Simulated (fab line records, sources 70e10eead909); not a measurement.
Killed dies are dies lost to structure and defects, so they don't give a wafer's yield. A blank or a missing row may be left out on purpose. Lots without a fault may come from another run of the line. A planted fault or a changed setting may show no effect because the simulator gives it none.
Chamber matching | flow nand_harc | NHARC_P_M1_CMP_23 on cmp-02: 4 sister chambers
The step polishes, t overpolish 20 s, target thk 157.82 nm. 14 wafers are shown with their chamber, then 7 later ones without.

WAFERS WITH THEIR CHAMBER
wafer  | chamber | motor_current_A (A) | time_to_endpoint_s (s) | retaining_ring_pressure_frac
L507.1 | 3       | 10.7                | 29.2                   | 0.993
L507.2 | 1       | 10.8                | 30.7                   | 1.003
L507.5 | 3       | 11.4                | 31.4                   | 0.991
L509.1 | 2       | 13.1                | 30.0                   | 1.001
L509.4 | 0       | 13.8                | 25.8                   | 1.000
L509.6 | 3       | 11.2                | 30.5                   | 1.003
L510.1 | 0       | 13.8                | 25.0                   | 0.995
L510.3 | 2       | 13.3                | 28.0                   | 1.012
L510.6 | 0       | 14.0                | 25.6                   | 1.004
L511.4 | 1       | 11.1                | 31.4                   | 0.998
L511.5 | 0       | 13.8                | 25.9                   | 1.001
L511.6 | 1       | 10.6                | 27.8                   | 1.003
L514.1 | 1       | 10.6                | 29.6                   | 1.001
L514.2 | 3       | 10.8                | 30.2                   | 1.004

SIGNATURES (means of the wafers above)
reading                      | chamber 0 | chamber 1 | chamber 2 | chamber 3 | scatter within a chamber
motor_current_A              | 13.850    | 10.775    | 13.200    | 11.025    | 0.233
time_to_endpoint_s           | 25.575    | 29.875    | 29.000    | 30.325    | 1.11
retaining_ring_pressure_frac | 1.00000   | 1.00125   | 1.00650   | 0.99775   | 0.00504
Rule: a wafer's distance from a chamber is the root of the sum, over the readings, of the square of ((its reading less the chamber's mean) divided by the reading's scatter). The wafer belongs to the nearest chamber; if the next one is less than 2 further off, it can't be placed. The scatter: the root of (the sum of the squares of (reading less its chamber's mean) over the shown wafers, divided by (wafers less chambers)).

WAFERS WITHOUT THEIR CHAMBER
wafer  | motor_current_A (A) | time_to_endpoint_s (s) | retaining_ring_pressure_frac
L514.5 | 12.3                | 32.5                   | 0.998
L519.1 | 13.6                | 25.7                   | 0.998
L519.2 | 11.9                | 29.5                   | 1.001
L519.6 | 12.8                | 30.7                   | 0.998
L528.1 | 10.7                | 29.7                   | 0.995
L528.4 | 12.7                | 31.8                   | 0.994
L528.5 | 11.4                | 31.9                   | 1.001

WHICH CHAMBER EACH WENT THROUGH
wafer  | from the rows above          | in truth
L514.5 | can't be placed: 2 or 3 or 1 | 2
L519.1 | 0                            | 0
L519.2 | can't be placed: 3 or 1 or 2 | 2
L519.6 | 2                            | 2
L528.1 | can't be placed: 1 or 3      | 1
L528.4 | 2                            | 2
L528.5 | can't be placed: 3 or 1      | 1
Placed correctly: 3 of 7. Can't be placed from these rows: 4 (the true chamber is among the candidates in 4). Placed wrongly: 0.
